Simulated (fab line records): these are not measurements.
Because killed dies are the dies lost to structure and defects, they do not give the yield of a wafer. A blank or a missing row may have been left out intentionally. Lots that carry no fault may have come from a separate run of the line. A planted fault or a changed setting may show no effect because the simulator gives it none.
A struck lot beside a sound one | flow n5_finfet | 16 steps out of a route of 1938
Sound: the wafers L897.1, L897.4, L897.6. Struck: wafer L900.3; the same lot's L900.5 was not struck, so it is left out; see the end for the cause.
Order at every step that has rows: each side's tool, ch and its chambers, its first start. Under that, the readings that differ: sound wafers | struck wafers | difference of the means | sigmas: that difference in standard deviations of wafers without a fault.
alike: readings with means less than 2 such deviations apart, plus words and numbers identical on both sides. not compared: withheld readings, readings lacking a value on some wafer, bounds such as >300 that could conceal the same value, and numbers that have no deviation in the record and whose values overlap.
Wherever a step has rows on one side only, a row that says differs or no value, or a row with sigmas, the two part there. Numbers that have no deviation but don't overlap get no sigmas and don't part them. A reading missing from all wafers of one side parts the sides only when that side holds two or more wafers.

first, 8 steps without rows for these wafers: N5_BEOL_M15_COAT_58 (time 60 s, resist thk 89 nm); N5_BEOL_M15_COAT_04 (resist thk 800 nm); N5_BEOL_M15_EBR_06; N5_BEOL_M15_SOFTBAKE_05 (time 60 s); N5_BEOL_M15_EXPOSE_07 (exposes mask V14); N5_BEOL_M15_PEB_08 (peb time 90 s); N5_BEOL_M15_DEVELOP_09 (develop time 45 s); N5_BEOL_M15_HARDBAKE_14 (time 120 s).
N5_BEOL_M15_CD_MEAS_10: target cd 360 nm.
  sound on cd_sem-03 ch 0, day 13 17:25; struck on cd_sem-02 ch 0, day 15 00:53
  alike: cd_nm
N5_BEOL_M15_OVL_MEAS_11:
  sound on overlay-02 ch 0, day 13 17:26; struck on overlay-01 ch 0, day 15 00:55
  alike: V14_OVL
N5_BEOL_M15_INSPECT_12: inspects for defects (macro).
  struck on defect_inspect-01, day 15 00:56; sound on defect_inspect-02, day 13 17:28
  alike: raw_defect_count
N5_BEOL_M15_DESCUM_15: chemistry O2, time 7.9 s.
  sound on rie_diel-04 ch 0,3, day 13 17:32; struck on rie_diel-04 ch 1, day 15 00:58
  alike: drypump_motor_current_A, oes_product_au, rf_vpp_V, showerhead_plenum_p_Torr, throttle_valve_pct
  not compared: rf_hours_counter_h
N5_BEOL_M15_ETCH_59: etches BARC in N2/H2, target depth 89 nm, overetch 26.7 nm, time 67.9 s.
  sound on rie_diel-04 ch 0,3, day 13 17:34; struck on rie_diel-04 ch 1, day 15 01:01
  reading                                    | sound             | struck | difference | sigmas
  oes_product_au (a.u.)                      | 0.73 0.62 0.73    | 0.81   | +0.12      | +2
  run_length_s (s)                           | 90.7 91.0 91.2    | 79.1   | -11.9      | -33
  model.coat_of_BEOL_M15_COAT_04.thk_nm (nm) | 719.4 716.8 719.4 | 726.8  | +8.3       |
  alike: drypump_motor_current_A, rf_vpp_V, showerhead_plenum_p_Torr, throttle_valve_pct
  not compared: bias_w, rf_hours_counter_h
N5_BEOL_M15_VIA_ETCH_16: etches SiO2 in C4F8/O2/Ar, target depth 1792.2 nm.
  sound on rie_diel-04 ch 0,3, day 13 17:37; struck on rie_diel-04 ch 1, day 15 01:04
  reading                                    | sound           | struck | difference | sigmas
  model.coat_of_BEOL_M15_COAT_04.thk_nm (nm) | 341.4 334.4 335 | 341.8  | +4.9       |
  alike: bias_w, drypump_motor_current_A, oes_o_777_au, oes_product_au, rf_vpp_V, showerhead_plenum_p_Torr, throttle_valve_pct
N5_BEOL_M15_STRIP_63: strips in O2.
  sound on rie_diel-04 ch 0,3; struck on rie_diel-04 ch 1
  alike: drypump_motor_current_A, oes_product_au, rf_vpp_V, showerhead_plenum_p_Torr, throttle_valve_pct
  not compared: rf_hours_counter_h
N5_PASSIVATION_PROBE_49:
  record: rows for the struck wafers here (prober-02, day 15 20:43), none for the sound ones

## WHERE THEY PART
Last at N5_PASSIVATION_PROBE_49 as far as this record goes, first at N5_BEOL_M15_ETCH_59.

WHY: the cause the simulator had injected
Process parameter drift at N5_BEOL_M15_ETCH_59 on rie_diel-04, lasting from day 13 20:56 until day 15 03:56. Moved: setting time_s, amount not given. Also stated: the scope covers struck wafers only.
